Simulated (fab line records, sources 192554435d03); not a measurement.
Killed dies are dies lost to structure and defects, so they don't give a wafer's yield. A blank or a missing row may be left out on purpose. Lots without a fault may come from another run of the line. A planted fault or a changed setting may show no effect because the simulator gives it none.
A struck lot beside a sound one | flow n5_finfet | 26 steps out of a route of 1938
Sound: wafers L332.1, L332.3, L332.4. Struck: wafers L322.3, L322.5, L322.6. The cause comes at the end.
At each step with rows: each side's tool, then ch and its chambers, then its first start. Under that, the readings that differ: sound wafers | struck wafers | difference of the means | sigmas: that difference in standard deviations of wafers without a fault.
alike: readings whose means differ by less than 2 such deviations, and words and numbers that are the same on both sides. not compared: withheld readings, readings that some wafer has no value for, bounds like >300 that may hide the same value, and numbers for which the record gives no deviation and whose values overlap.
The two part at a step that has a row with sigmas, a row that says differs or no value, or rows on one side only. Numbers that don't overlap but have no deviation are shown without sigmas and don't part them. A reading that every wafer of one side lacks parts them only if that side has two wafers or more.

first, 10 steps without rows for these wafers: N5_GATE_CUT_DESCUM_18 (chemistry O2, time 7 s); N5_GATE_CUT_ETCH_28 (etches underlayer in N2/H2, target depth 13 nm, time 10.4 s); N5_GATE_CUT_ETCH_36 (etches SiARC in CF4, target depth 13 nm, time 21.7 s); N5_GATE_CUT_ETCH_37 (etches SOC in N2/H2, target depth 60 nm, overetch 12 nm, time 90 s); N5_GATE_CUT_STRIP_38 (strips in N2/H2); N5_GATE_CUT_STRIP_39 (strips in N2/H2); N5_GATE_CUT_HM_OPEN_40 (chemistry C4F6/O2, target SiO2, target depth 139 nm, time 85.1 s); N5_GATE_CUT_STRIP_41 (strips in CF4); N5_GATE_CUT_STRIP_42 (strips in O2); N5_GATE_CUT_ETCH_19 (etches SiNx in CH3F/O2, target depth 53.7 nm, time 76.7 s).
N5_GATE_CUT_CUT_ETCH_53: etches W in SF6/Cl2, target depth 79.2 nm.
  sound on rie_metal-01 ch 0,1, day 8 18:23; struck on rie_metal-02 ch 0,1, day 6 01:07
  no value came back on the struck wafers for any of 7 readings (SF6_flow_sccm (sccm), bias_w (W) and others); on the sound wafers SF6_flow_sccm (sccm) reads 39.96 40.03 40.08
  reading                                      | sound         | struck          | difference | sigmas
  model.SiO2_of_GATE_CUT_HM_DEP_46.thk_nm (nm) | 115.6 117 118 | 125 124.8 126.2 | +8         |
  not compared: rf_hours_counter_h
N5_GATE_CUT_CUT_ETCH_54: etches TiN in Cl2/BCl3, target depth 96.7 nm.
  sound on rie_metal-01 ch 0,1, day 8 18:27; struck on rie_metal-02 ch 0,1, day 6 01:10
  reading                | sound             | struck            | difference | sigmas
  etch_rf_on_time_s (s)  | 36.9 36.5 37.1    | 47.9 47.9 47.9    | +11.1      | +25
  oes_product_au (a.u.)  | 0.71 0.72 0.72    | 0.29 0.29 0.32    | -0.42      | -12
  throttle_valve_pct (%) | 22.23 22.24 22.18 | 22.55 22.56 22.77 | +0.41      | +3
  alike: bcl3_flow_sccm, bias_w, drypump_motor_current_A, rf_fwd_power_W
  not compared: rf_hours_counter_h
then, 9 steps without rows for these wafers: N5_GATE_CUT_ETCH_47 (etches SiO2 in Cl2/BCl3, target depth 10 nm); N5_GATE_CUT_VAPOR_ETCH_48 (etches TiN in BCl3/Cl2); N5_GATE_CUT_VAPOR_ETCH_49 (etches TiAlC in BCl3/Cl2); N5_GATE_CUT_VAPOR_ETCH_51 (etches HfO2 in BCl3/Cl2); N5_GATE_CUT_STRIP_21 (strips in N2/H2, time 30 s); N5_GATE_CUT_STRIP_29 (strips in post etch residue remover, time 60 s); N5_GATE_CUT_SRD_52 (time 30 s); N5_GATE_CUT_ALD_22 (deposits SiNx, target thk 16 nm, pulse time 1 s, ald cycles 320); N5_GATE_CUT_CMP_23 (polishes, stops on SiO2, t overpolish 23.4 s, target thk 16 nm).
N5_GATE_CUT_THK_MEAS_24:
  sound on film_metro-01, day 8 20:37; struck on film_metro-01, day 6 03:19
  reading          | sound             | struck            | difference | sigmas
  GC_FILL_THK (nm) | 218.2 219.7 221.3 | 226.6 226.6 228.4 | +7.5       | +4
N5_GATE_CUT_CMP_43: polishes SiO2.
  sound on cmp-01 ch 1,2,3, day 8 20:39; struck on cmp-04 ch 1,2,3, day 6 03:30
  reading                                      | sound   | struck      | difference | sigmas
  model.SiO2_of_GATE_CUT_HM_DEP_46.thk_nm (nm) | 4.8 5 5 | 5.4 5.4 5.4 | +0.5       |
  alike: motor_current_A
then, 1 step without rows for these wafers: N5_GATE_CUT_CMP_61 (polishes, stops on SiNx, t overpolish 3 s).
N5_BEOL_M4_RC_MEAS_101:
  the record has rows for the sound wafers here (prober-02 ch 0, day 11 17:36) and none for the struck ones
-- the record jumps here: 8 days lie between the struck wafers' starts before and after (it left off in module BEOL_M4 and takes up again in module PASSIVATION, whose first step shown is number 1936 of the route) --
N5_PASSIVATION_PROBE_49:
  the record has rows for the struck wafers here (prober-02, day 13 18:05) and none for the sound ones

WHERE THEY PART
First at N5_GATE_CUT_CUT_ETCH_53; last, within this record, at N5_PASSIVATION_PROBE_49.

WHY: what the simulator had put in
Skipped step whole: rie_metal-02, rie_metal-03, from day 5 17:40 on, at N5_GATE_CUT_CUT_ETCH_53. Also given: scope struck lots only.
